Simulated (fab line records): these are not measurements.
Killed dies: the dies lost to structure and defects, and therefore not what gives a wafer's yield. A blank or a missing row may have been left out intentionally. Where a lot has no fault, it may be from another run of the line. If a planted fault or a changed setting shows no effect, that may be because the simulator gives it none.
Code-filled problem report in 8D (eight disciplines) form + flow nand harc + the parts of the form that need people (team, actions taken, sign-off) are left out

1. WHAT WENT WRONG
Mean of killed at array at NHARC_END_SORT_01: 650 across 2 wafers in 2 lots; on wafers with no fault it is 56 (standard deviation 19). Relative to the usual mean, that is a shift of +31 standard deviations.
Seen first at day 32 00:25 on prober-01, wafer L211.6. At this step, 5 wafers from 2 lots have a number in the record. By rule, "out" or "out of limits" means more than 4 standard deviations away from the usual mean. All remaining wafers that have a number are taken as sound.

2. WHAT IT IS, AND WHAT IT ISN'T
| question                    | is                           | is not                                                            |
|-----------------------------|------------------------------|-------------------------------------------------------------------|
| which readings at this step | killed at array, killed dies | killed at other, killed at periphery, killed open, killed short   |
| which lots                  | L211, L212                   | -                                                                 |
| which wafers of those lots  | L211.6, L212.5               | L211.1, L211.4, L212.3                                            |
| read on which gauges        | prober-01, prober-02         | -                                                                 |
| when                        | from day 32 00:25            | up to then (2 sound wafers); but 1 sound wafer of L212 came after |

3. THE SUSPECTS, EACH WITH WHAT RULES IT OUT
Counting: if a tool at a process step up to the reading ran every lot that is out, it stays a suspect. Sound lots after the first of them don't rule it out here, since some wafers of a struck lot are sound.
- ruled out: the gauge at NHARC_END_SORT_01. Those wafers that are out were read across 2 gauges (prober-01, prober-02).
- rie diel-08 at NHARC_A_CONTACT_ETCH_110 (etches the open film in CF4/O2, target depth 60 nm, overetch 6 nm, time 33 s): kept. It ran every lot that is out, first L211 (day 29 16:04). Out on those wafers are its own readings of run length s.
The count leaves rie diel-08 at NHARC_A_CONTACT_ETCH_110.

4. THE CAUSE (what the simulator had put in)
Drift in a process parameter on rie diel-08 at NHARC_A_CONTACT_ETCH_110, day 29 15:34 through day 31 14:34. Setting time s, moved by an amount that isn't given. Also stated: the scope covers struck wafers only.
This tool alone remained once counting was done.

5. SEQUENCE OF EFFECTS, ordered by route
Each row: a reading whose mean over the struck wafers that have a number lies more than 3 standard deviations from the usual. Scope: only readings with a usual standard deviation given in the record; hours: median across lots of the time from each lot's start at the first step in this table that gives one to its start at this step; sigmas: change in usual standard deviations.
| hours | step                     | reading         | usual  | on struck wafers | change | sigmas |
|-------|--------------------------|-----------------|--------|------------------|--------|--------|
| 0     | NHARC_A_CONTACT_ETCH_110 | run length s    | 54.3 s | 50.3             | -4.0   | -11    |
| 54    | NHARC_END_SORT_01        | killed at array | 56     | 650              | +594   | +31    |
| 54    | NHARC_END_SORT_01        | killed dies     | 61     | 652              | +592   | +31    |
Here are the process steps it includes:
- NHARC_A_CONTACT_ETCH_110: etches the open film in CF4/O2, target depth 60 nm, overetch 6 nm, time 33 s.

6. HOW IT WOULD HAVE BEEN CAUGHT EARLIER
Counted from the fault's start at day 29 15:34, it took 57 hours until the first out-of-limits reading at a measuring or inspecting step in this record, taken at day 32 00:25.
Tool's own readings at NHARC_A_CONTACT_ETCH_110, run length s: out on all struck wafers the step has rows for; an alarm limit on them would have tripped on the first.
By day 32 00:25, every lot that is out (2) had started NHARC_A_CONTACT_ETCH_110 on rie diel-08. A hold on the tool at that time would have spared none of them.
